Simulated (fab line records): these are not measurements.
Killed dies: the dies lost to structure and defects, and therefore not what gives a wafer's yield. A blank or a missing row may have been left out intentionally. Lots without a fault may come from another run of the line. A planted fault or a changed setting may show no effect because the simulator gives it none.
Matching of chambers + flow nand-harc + 3 sister chambers for NHARC_P_M2_ETCH_35 on rie-diel-12
The step etches the open film in N2/H2, target depth 40 nm, overetch 12 nm, time 43.94 s. 14 wafers are shown with their chamber, then 6 later ones without.

EACH WAFER AND ITS CHAMBER
| wafer  | chamber | showerhead-plenum-p-Torr (Torr) | drypump-motor-current-A (A) | rf-vpp-V (V) |
|--------|---------|---------------------------------|-----------------------------|--------------|
| L325.1 | 3       | 2.06                            | 5.83                        | 431.3        |
| L325.3 | 2       | 1.90                            | 5.52                        | 426.7        |
| L325.5 | 3       | 2.06                            | 5.84                        | 430.6        |
| L327.1 | 2       | 1.90                            | 5.50                        | 425.8        |
| L327.4 | 1       | 2.09                            | 5.94                        | 431.8        |
| L327.5 | 3       | 2.05                            | 5.83                        | 431.6        |
| L329.3 | 1       | 2.09                            | 5.94                        | 431.4        |
| L329.5 | 3       | 2.05                            | 5.82                        | 431.2        |
| L329.6 | 1       | 2.09                            | 5.94                        | 431.4        |
| L330.1 | 3       | 2.05                            | 5.87                        | 429.8        |
| L330.2 | 1       | 2.09                            | 5.96                        | 432.0        |
| L330.6 | 1       | 2.09                            | 5.95                        | 431.3        |
| L332.3 | 3       | 2.05                            | 5.82                        | 430.5        |
| L332.4 | 1       | 2.09                            | 5.96                        | 432.4        |

SIGNATURES (averages over the wafers above)
| reading                  | chamber 1 | chamber 2 | chamber 3 | scatter within a chamber |
|--------------------------|-----------|-----------|-----------|--------------------------|
| showerhead-plenum-p-Torr | 2.0900    | 1.9000    | 2.0533    | 0.00348                  |
| drypump-motor-current-A  | 5.9483    | 5.5100    | 5.8350    | 0.0149                   |
| rf-vpp-V                 | 431.717   | 426.250   | 430.833   | 0.565                    |
Rule: for each reading, subtract the chamber's mean from the wafer's reading, divide by that reading's scatter and square the result; add these up over the readings and take the root, which gives the wafer's distance from the chamber. If the next closest chamber is less than 2 further off than the closest, the wafer can't be placed; otherwise it belongs to the closest. The scatter: take each reading less its chamber's mean, square it, sum over the shown wafers, divide by the number of wafers less the number of chambers, and take the root.

WAFERS WITH NO CHAMBER GIVEN
| wafer  | showerhead-plenum-p-Torr (Torr) | drypump-motor-current-A (A) | rf-vpp-V (V) |
|--------|---------------------------------|-----------------------------|--------------|
| L332.5 | 2.05                            | 5.79                        | 431.0        |
| L340.1 | 2.08                            | 5.95                        | 432.6        |
| L340.6 | 1.90                            | 5.54                        | 426.5        |
| L347.1 | 2.05                            | 5.83                        | 431.6        |
| L347.2 | 2.08                            | 5.95                        | 431.5        |
| L347.5 | 2.08                            | 5.96                        | 431.2        |

EACH ONE'S CHAMBER
| wafer  | from the rows above | in truth |
|--------|---------------------|----------|
| L332.5 | 3                   | 3        |
| L340.1 | 1                   | 1        |
| L340.6 | 2                   | 2        |
| L347.1 | 3                   | 3        |
| L347.2 | 1                   | 1        |
| L347.5 | 1                   | 1        |
6 of 6 placed correctly. Number that these rows cannot place: 0. Wrongly placed: 0.
